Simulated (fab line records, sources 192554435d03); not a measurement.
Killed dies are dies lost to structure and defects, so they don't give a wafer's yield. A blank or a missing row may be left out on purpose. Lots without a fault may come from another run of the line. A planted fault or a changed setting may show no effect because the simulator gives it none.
A struck lot beside a sound one | flow n5_finfet | 36 steps out of a route of 1938
Sound: wafers L639.2, L639.5, L639.6. Struck: wafers L634.3, L634.5, L634.6. The cause comes at the end.
At each step with rows: each side's tool, then ch and its chambers, then its first start. Under that, the readings that differ: sound wafers | struck wafers | difference of the means | sigmas: that difference in standard deviations of wafers without a fault.
alike: readings whose means differ by less than 2 such deviations, and words and numbers that are the same on both sides. not compared: withheld readings, readings that some wafer has no value for, bounds like >300 that may hide the same value, and numbers for which the record gives no deviation and whose values overlap.
The two part at a step that has a row with sigmas, a row that says differs or no value, or rows on one side only. Numbers that don't overlap but have no deviation are shown without sigmas and don't part them. A reading that every wafer of one side lacks parts them only if that side has two wafers or more.

first, 9 steps without rows for these wafers: N5_BEOL_M4_ANNEAL_95 (time 240 s); N5_BEOL_M4_SPUTTER_96 (material Cu, target thk 4.5 nm, time 8.29 s); N5_BEOL_M4_ECD_50 (material Cu, target thk 300 nm); N5_BEOL_M4_ANNEAL_51 (time 90 s); N5_BEOL_M4_CMP_52 (polishes, stops on SiOC, t overpolish 6.8 s, target thk 40 nm); N5_BEOL_M4_PRE_CLEAN_60 (time 15 s); N5_BEOL_M4_CO_CAP_55 (material Co, precursor CCTBA/H2, target thk 2 nm, time 102.1 s); N5_BEOL_M4_PRE_CLEAN_56 (time 15 s); N5_BEOL_M4_DEP_57 (deposits SiCN from 3MS/NH3, target thk 8 nm, time 14 s).
N5_BEOL_M4_RC_MEAS_101:
  sound on prober-02 ch 0, day 12 07:05; struck on prober-01 ch 0, day 11 01:11
  alike: DIBL_N, DIBL_P, IOFF_N, IOFF_P, ION_N, ION_P, SS_N, SS_P, VT_N, VT_P
then, 24 steps without rows for these wafers: N5_BEOL_M5_ILD_DEP_00 (deposits SiCOH lowk from DEMS/porogen, target thk 140.64 nm, time 25.9 s); N5_BEOL_M5_CURE_79 (cures SiCOH lowk, time 240 s); N5_BEOL_M5_PECVD_70 (deposits SiO2 from TEOS/O2, target thk 16 nm, time 18 s); N5_BEOL_M5_HM_DEP_02 (deposits TiN, target thk 20 nm); N5_BEOL_M5_COAT_59 (time 60 s, resist thk 60 nm); N5_BEOL_M5_COAT_60 (time 60 s, resist thk 12 nm); N5_BEOL_M5_COAT_71 (time 60 s, resist thk 5 nm); N5_BEOL_M5_COAT_05 (resist thk 30 nm); N5_BEOL_M5_EBR_07; N5_BEOL_M5_SOFTBAKE_06 (time 60 s); N5_BEOL_M5_EXPOSE_08 (exposes mask M5, target cd 28 nm); N5_BEOL_M5_PEB_09 (peb time 60 s); N5_BEOL_M5_DEVELOP_10 (develop time 30 s); N5_BEOL_M5_DESCUM_16 (chemistry O2, time 7 s); N5_BEOL_M5_ETCH_72 (etches underlayer in N2/H2, target depth 6.5 nm, time 5.2 s); N5_BEOL_M5_ETCH_61 (etches SiARC in CF4, target depth 15.6 nm, time 26 s); N5_BEOL_M5_ETCH_62 (etches SOC in N2/H2, target depth 75 nm, overetch 15 nm, time 112.5 s); N5_BEOL_M5_STRIP_63 (strips in N2/H2); N5_BEOL_M5_STRIP_73 (strips in N2/H2); N5_BEOL_M5_STRIP_64 (strips in CF4); N5_BEOL_M5_HM_OPEN_17 (chemistry Cl2/BCl3, target TiN, target depth 20 nm, overetch 6 nm); N5_BEOL_M5_STRIP_19 (strips in O2); N5_BEOL_M5_COAT_65 (time 60 s, resist thk 60 nm); N5_BEOL_M5_COAT_66 (time 60 s, resist thk 12 nm).
-- the record jumps here: 3 days lie between the struck wafers' starts before and after (it left off in module BEOL_M5 and takes up again in module BEOL_M11, whose first step shown is number 1590 of the route) --
N5_BEOL_M11_ALD_74: deposits TaN, target thk 2 nm, pulse time 2 s, purge time 3 s.
  sound on ald_metal-04 ch 0,1, day 14 18:26; struck on ald_metal-01 ch 2,3, day 14 00:32
  no value came back on the struck wafers for any of 8 readings (ald_cycles, chamber_pressure_Torr (Torr) and others); on the sound wafers ald_cycles reads 40 40 40
-- the record jumps here: 2 days lie between the struck wafers' starts before and after (it left off in module BEOL_M11 and takes up again in module PASSIVATION, whose first step shown is number 1936 of the route) --
N5_PASSIVATION_PROBE_49:
  the record has rows for the struck wafers here (prober-02, day 16 01:24) and none for the sound ones

WHERE THEY PART
First at N5_BEOL_M11_ALD_74; last, within this record, at N5_PASSIVATION_PROBE_49.

WHY: what the simulator had put in
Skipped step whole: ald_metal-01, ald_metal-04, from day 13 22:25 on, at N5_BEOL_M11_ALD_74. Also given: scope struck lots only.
